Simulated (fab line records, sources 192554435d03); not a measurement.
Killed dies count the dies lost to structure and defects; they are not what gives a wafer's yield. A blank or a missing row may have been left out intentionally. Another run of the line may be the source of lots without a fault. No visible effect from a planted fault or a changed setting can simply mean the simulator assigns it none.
fab line records	flow n5_finfet
record lots=10	wafers=28	last_day=18
route steps=1938 shown MOL_CONTACT_COAG@575 BEOL_M4@1111
lots untouched by any fault: they come from a run of this same line in which no faults occurred
start_h: hours from the record's opening day to when the first of the lot's shown wafers began	wait_h: hours since the lot's step before	" unchanged from the row above	L1.1+2: several wafers, shown together as one row	- value missing, or start not given	* or withheld: withheld	< > ~ a bound
route shown NAME@n: a module of which the file shows steps, and the number in the route of the first	usual: the fault-free wafers' mean and standard deviation	same: alike in all rows	chamber/n: place in a boat	sites: the reading at each site	_std_site: standard deviation of those values	_edge_site: outer sites' mean less inner sites'	radius_mm: for every site, how far away it sits from the centre of the wafer	mask NAME#n: copy n	behind: tool/chamber where the wafer was last shaped	hold: what put the lot on hold/how long, in hours/how the hold closed	device: transistor that didn't switch, given as n, p or np	end of line: tests run on the same wafers once the route is complete	step lacking rows: just its recipe	killed: count of dies lost to structure and defects at first sort (not the wafer's yield)	map: the dies of a wafer, with x for killed, . for not killed, _ for no die there
set.NAME: the run value of the setting; set.NAME@STEP: its run value at that earlier step	model.NAME: the simulator's own value behind a step, which no gauge read
a sample of lots followed through the steps of the route, with each step as a table and each wafer as a row
services: from which hour (start_h, from the record's first day; less than 0 if before it) a tool's chamber was out of use, for how many hours, and why
## steps
# step N5_MOL_CONTACT_COAG_INSPECT_57
# recipe mode=adi	inspect_instrument=brightfield
# usual raw_defect_count=222/56
lot.wafer	tool	chamber	start_h	wait_h	raw_defect_count
L208.1	defect_inspect-01	-	106.90	0.1	291
L208.3	"	-	"	"	184
L208.4	"	-	"	"	230
L210.1	defect_inspect-01	-	115.63	0.1	183
L210.3	"	-	"	"	191
L210.6	"	-	"	"	177
L209.1	defect_inspect-01	-	121.30	0.1	213
L209.3	"	-	"	"	259
L209.6	"	-	"	"	172
L211.2	defect_inspect-01	-	124.02	0.0	243
L211.4	"	-	"	"	228
L211.5	"	-	"	"	163
L212.1	defect_inspect-01	-	128.76	0.1	346
L212.3	"	-	"	"	290
L212.4	"	-	"	"	145
L217.2	defect_inspect-02	-	161.63	0.0	181
L217.3	"	-	"	"	246
L217.5	"	-	"	"	197
L218.5	defect_inspect-02	-	164.91	0.0	177
L218.6	"	-	"	"	272
L219.1	defect_inspect-01	-	177.15	0.1	293
L219.3	"	-	"	"	207
L219.4	"	-	"	"	343
L228.2	defect_inspect-01	-	229.08	0.0	137
L228.4	"	-	"	"	179
L228.6	"	-	"	"	235
L229.5	defect_inspect-01	-	236.53	0.0	224
L229.6	"	-	"	"	232
# step N5_MOL_CONTACT_COAG_ETCH_47
# recipe chemistry=CH3F/O2	target=SiNx	target_depth_a=270	mask_material=SiO2	stop_on=W	over_etch_frac=0.2	ion_energy_ev=120	endpoint=OES-CN	pressure_mtorr=30	source_w=395	bias_w=73	Ar_flow_sccm=150	CH3F_flow_sccm=30	O2_flow_sccm=20	ends=end_point
# usual drypump_motor_current_A=5.8/0.53	etch_rf_on_time_s=31.0/0.6	oes_product_au=0.70/0.085	rf_vpp_V=298/6.7	showerhead_plenum_p_Torr=2.04/0.07	throttle_valve_pct=16.31/0.19
lot.wafer	tool	chamber	start_h	wait_h	drypump_motor_current_A	etch_rf_on_time_s	oes_product_au	rf_hours_counter_h	rf_vpp_V	showerhead_plenum_p_Torr	throttle_valve_pct
L208.1	rie_diel-03	0	107.51	0.0	5.2	31.3	0.83	9	300	2.03	15.94
L208.3	"	1	"	"	5.5	30.8	0.67	159	297	2.06	16.29
L208.4	"	3	"	"	5.9	30.3	0.75	79	293	1.95	16.40
L210.1	rie_diel-06	3	116.32	0.0	5.3	31.8	0.61	245	287	1.88	16.54
L210.3	"	2	"	"	6.3	31.4	0.63	220	291	1.97	16.43
L210.6	"	0	"	"	5.8	30.5	0.64	-	308	2.08	16.39
L209.1	rie_diel-06	3	122.15	0.0	5.4	31.9	0.61	246	288	1.88	16.55
L209.3	"	2	"	"	6.3	31.6	0.63	221	290	1.97	16.43
L209.6	"	0	"	"	5.8	30.3	0.64	-	307	2.08	16.41
L211.2	rie_diel-01	3	125.00	0.0	6.6	30.9	0.63	238	302	2.04	16.46
L211.4	"	2	"	"	5.2	30.1	0.79	-	299	2.12	16.09
L211.5	"	3	"	"	6.5	31.0	0.63	-	301	2.04	16.41
L212.1	rie_diel-06	3	129.38	0.0	5.4	32.2	0.61	248	289	1.88	16.56
L212.3	"	0	"	"	5.8	30.3	0.64	199	308	2.08	16.41
L212.4	"	2	"	"	6.3	31.9	0.62	224	289	1.97	16.43
L217.2	rie_diel-06	2	162.24	0.0	6.3	32.2	0.62	239	289	1.97	16.46
L217.3	"	0	"	"	5.7	30.7	0.63	213	307	2.07	16.44
L217.5	"	2	"	"	6.3	32.0	0.62	-	290	1.97	16.45
L218.5	rie_diel-01	1	165.55	0.0	5.7	31.7	0.60	-	286	1.90	16.36
L218.6	"	0	"	"	6.3	31.8	0.69	-	298	2.10	16.19
L219.1	rie_diel-06	1	177.82	0.0	6.6	31.0	0.64	204	307	2.07	16.41
L219.3	"	0	"	"	5.7	30.7	0.62	219	307	2.07	16.44
L219.4	"	2	"	"	6.3	32.2	0.61	242	290	1.97	16.48
L228.2	rie_diel-01	2	230.29	0.0	5.2	30.3	0.75	77	300	2.11	16.16
L228.4	"	0	"	"	6.3	31.4	0.67	-	298	2.09	16.24
L228.6	"	3	"	"	6.6	29.9	0.85	-	303	2.04	15.97
L229.5	rie_diel-01	1	238.85	0.0	5.8	30.6	0.89	-	292	2.15	15.94
L229.6	"	2	"	"	5.2	30.6	0.73	-	300	2.11	16.15
# step N5_MOL_CONTACT_COAG_COAT_64
# recipe resist=underlayer	temp_c=205	time_s=60	spin_rpm=1500	resist_thk_nm=10
# usual spin_speed_rpm=1499.9/1
lot.wafer	tool	chamber	start_h	wait_h	spin_speed_rpm
L208.1	litho_track-01	0	107.79	-	1498.1
L208.3	"	0	"	"	1500.0
L208.4	"	0	"	"	1498.7
L210.1	litho_track-01	0	116.58	-	1499.6
L210.3	"	0	"	"	1501.5
L210.6	"	0	"	"	1501.0
L209.1	litho_track-01	0	122.42	-	1499.6
L209.3	"	0	"	"	1499.3
L209.6	"	0	"	"	1499.5
L211.2	litho_track-01	0	125.27	-	1499.8
L211.4	"	0	"	"	1500.8
L211.5	"	0	"	"	1499.7
L212.1	litho_track-01	0	129.65	-	1499.3
L212.3	"	0	"	"	1500.4
L212.4	"	0	"	"	1499.6
L217.2	litho_track-01	0	162.51	-	1656.5
L217.3	"	0	"	"	1656.7
L217.5	"	0	"	"	1655.1
L218.5	litho_track-02	0	165.79	-	1499.8
L218.6	"	0	"	"	1499.8
L219.1	litho_track-01	0	178.09	-	1656.6
L219.3	"	0	"	"	1657.2
L219.4	"	0	"	"	1655.9
L228.2	litho_track-05	0	230.57	-	1498.8
L228.4	"	0	"	"	1500.1
L228.6	"	0	"	"	1500.9
L229.5	litho_track-05	0	239.13	-	1500.7
L229.6	"	0	"	"	1499.3
# step N5_MOL_CONTACT_COAG_ALD_133
# recipe material=SiO2	target_thk_a=50	temp_c=100	ald_precursor_family=BDEAS	ald_co_reactant=O2-plasma	pulse_time_s=1	co_reactant_pulse_time_s=1	purge_time_s=2	co_reactant_purge_time_s=2	ald_cycles=35	pressure_torr=2
# usual heater_power_w=75/8.7	precursor_pulse_height_rel=1.000/0.02
# same co_reactant_purge_time_s=2
lot.wafer	tool	chamber	start_h	wait_h	heater_power_w	precursor_pulse_height_rel
L208.1	ald_sin-04	2	108.80	0.1	91	1.008
L208.3	"	0	"	"	72	1.007
L208.4	"	3	"	"	73	0.986
L210.1	ald_sin-03	0	117.24	0.1	71	1.001
L210.3	"	1	"	"	85	1.006
L210.6	"	2	"	"	64	1.037
L209.1	ald_sin-03	1	123.19	0.1	84	1.004
L209.3	"	3	"	"	78	0.977
L209.6	"	3	"	"	78	1.006
L211.2	ald_sin-02	0	126.43	0.4	83	1.010
L211.4	"	2	"	"	67	0.966
L211.5	"	1	"	"	72	0.991
L212.1	ald_sin-03	2	130.18	0.1	63	1.029
L212.3	"	1	"	"	86	0.985
L212.4	"	0	"	"	72	1.016
L217.2	ald_sin-02	0	163.07	0.1	82	0.965
L217.3	"	3	"	"	68	0.980
L217.5	"	2	"	"	65	1.008
L218.5	ald_sin-03	2	166.75	0.5	64	0.999
L218.6	"	3	"	"	79	1.018
L219.1	ald_sin-02	0	179.28	0.1	85	1.006
L219.3	"	2	"	"	69	1.013
L219.4	"	3	"	"	69	1.003
L228.2	ald_sin-04	0	231.10	0.1	73	1.011
L228.4	"	2	"	"	91	1.001
L228.6	"	3	"	"	73	1.019
L229.5	ald_sin-03	2	240.33	0.1	66	1.012
L229.6	"	1	"	"	84	1.005
# step N5_BEOL_M4_RC_MEAS_101
# usual DIBL_N=35.7/1.5	DIBL_P=35.7/2	IOFF_N=0.155/0.026	IOFF_P=0.20/0.031	ION_N=675/11	ION_P=462/7.1	SS_N=71.3/0.57	SS_P=73.1/0.56	VT_N=250/3	VT_P=-251/3
lot.wafer	tool	chamber	start_h	wait_h	DIBL_N[mV/V]	DIBL_P[mV/V]	IOFF_N[nA/um]	IOFF_P[nA/um]	ION_N[uA/um]	ION_P[uA/um]	SS_N[mV/dec]	SS_P[mV/dec]	VT_N[mV]	VT_P[mV]
L208.1	prober-01	0	185.28	0.0	37.9	38.4	0.208	0.24	696	472	72.1	73.4	245	-247
L208.3	"	0	"	"	37.5	37.2	0.182	0.23	671	461	71.8	73.3	247	-248
L208.4	"	0	"	"	35.9	36.3	0.166	0.22	688	474	70.9	73.4	247	-249
L209.1	prober-02	0	194.13	0.0	34.0	33.8	0.141	0.19	683	462	71.2	72.1	250	-250
L209.3	"	0	"	"	36.0	37.2	0.186	0.26	685	468	71.9	73.3	245	-246
L209.6	"	0	"	"	33.7	33.5	0.142	0.19	678	465	70.4	72.3	249	-250
L210.1	prober-01	0	195.18	0.0	33.4	31.3	0.106	0.17	662	458	70.5	72.4	255	-253
L210.3	"	0	"	"	34.5	33.0	0.128	0.19	681	469	71.2	73.6	252	-251
L210.6	"	0	"	"	38.2	37.4	0.184	0.25	683	470	72.4	74.7	248	-248
L212.1	prober-01	0	198.41	0.0	32.8	32.8	0.124	0.17	669	460	71.5	72.4	251	-251
L212.3	"	0	"	"	30.9	30.8	0.101	0.14	638	444	69.9	71.8	256	-255
L212.4	"	0	"	"	34.8	34.6	0.152	0.19	676	460	71.7	72.7	247	-252
L211.2	prober-02	0	199.05	0.2	36.1	34.7	0.165	0.21	674	460	72.0	72.9	248	-251
L211.4	"	0	"	"	37.1	34.5	0.181	0.20	694	468	72.9	73.0	248	-252
L211.5	"	0	"	"	35.4	32.9	0.140	0.18	678	464	71.3	72.6	251	-252
L217.2	prober-01	0	232.45	0.2	34.5	35.2	0.134	0.16	678	463	71.0	72.7	251	-255
L217.3	"	0	"	"	37.3	38.2	0.171	0.20	684	462	72.0	74.3	247	-254
L217.5	"	0	"	"	37.2	37.7	0.164	0.20	682	461	71.2	74.1	250	-252
L218.5	prober-02	0	234.34	0.6	34.3	32.8	0.128	0.16	664	452	70.4	73.3	251	-253
L218.6	"	0	"	"	36.0	35.0	0.170	0.20	689	464	71.7	73.6	246	-251
L219.1	prober-01	0	252.89	0.0	35.4	35.9	0.176	0.23	693	478	71.7	73.7	246	-247
L219.3	"	0	"	"	34.8	35.0	0.153	0.21	682	471	70.9	73.1	249	-248
L219.4	"	0	"	"	34.9	34.9	0.155	0.21	678	470	70.7	73.3	248	-250
L228.2	prober-02	0	312.09	0.2	31.0	29.9	0.093	0.14	657	459	69.6	71.6	255	-254
L228.4	"	0	"	"	36.2	35.2	0.162	0.20	678	460	71.8	73.4	248	-250
L228.6	"	0	"	"	37.6	38.5	0.201	0.26	679	464	71.5	73.3	249	-248
L229.5	prober-01	0	312.16	0.6	36.4	38.0	0.163	0.20	666	459	71.1	73.1	246	-252
L229.6	"	0	"	"	37.0	39.4	0.172	0.22	676	464	71.1	73.1	249	-251
## services
tool	chamber	start_h	hours	kind
ald_sin-02	-	85.26	14.0	pm
rie_diel-06	0	95.43	9.2	repair
ald_sin-04	3	97.85	6.5	repair
rie_diel-01	0	107.19	29.5	repair
ald_sin-03	-	120.00	1.0	repair
ald_sin-04	0	132.35	10.1	repair
rie_diel-06	3	136.50	-	clean
rie_diel-06	3	136.50	-	consumable_replace:focus_ring
rie_diel-06	3	136.50	-	consumable_replace:showerhead
rie_diel-06	3	136.50	34.7	scheduled_down
rie_diel-06	3	136.50	34.7	vent_cycle
ald_sin-04	2	155.97	3.0	repair
rie_diel-06	2	169.03	5.1	repair
rie_diel-01	3	172.08	16.0	repair
rie_diel-01	1	175.77	9.0	repair
ald_sin-03	-	176.75	14.0	pm
rie_diel-06	-	183.10	0.2	repair
rie_diel-03	3	184.82	4.3	repair
rie_diel-06	2	200.19	-	clean
rie_diel-06	2	200.19	-	consumable_replace:focus_ring
rie_diel-06	2	200.19	17.7	scheduled_down
rie_diel-06	2	200.19	17.7	vent_cycle
ald_sin-02	-	224.06	3.7	repair
rie_diel-06	-	233.19	15.6	pm
## key
first_sign step=N5_MOL_CONTACT_COAG_COAT_64	reading=spin_speed_rpm	direction=up	sigmas=99+	usual=*	struck=*
effect none on later readings
met_at N5_MOL_CONTACT_COAG_COAT_64
struck_lots L217,L219
not_acting_at N5_MOL_CONTACT_COAG_INSPECT_57,N5_MOL_CONTACT_COAG_ETCH_47,N5_MOL_CONTACT_COAG_ALD_133
onset_between 129.65 162.51
fault kind=process_parameter_drift	tool=litho_track-01	chamber=-	onset_h=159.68	steps=N5_MOL_CONTACT_COAG_COAT_64	channel=spin_rpm	offset=*	shape=step	end_h=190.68	acts_in=*	stated=*
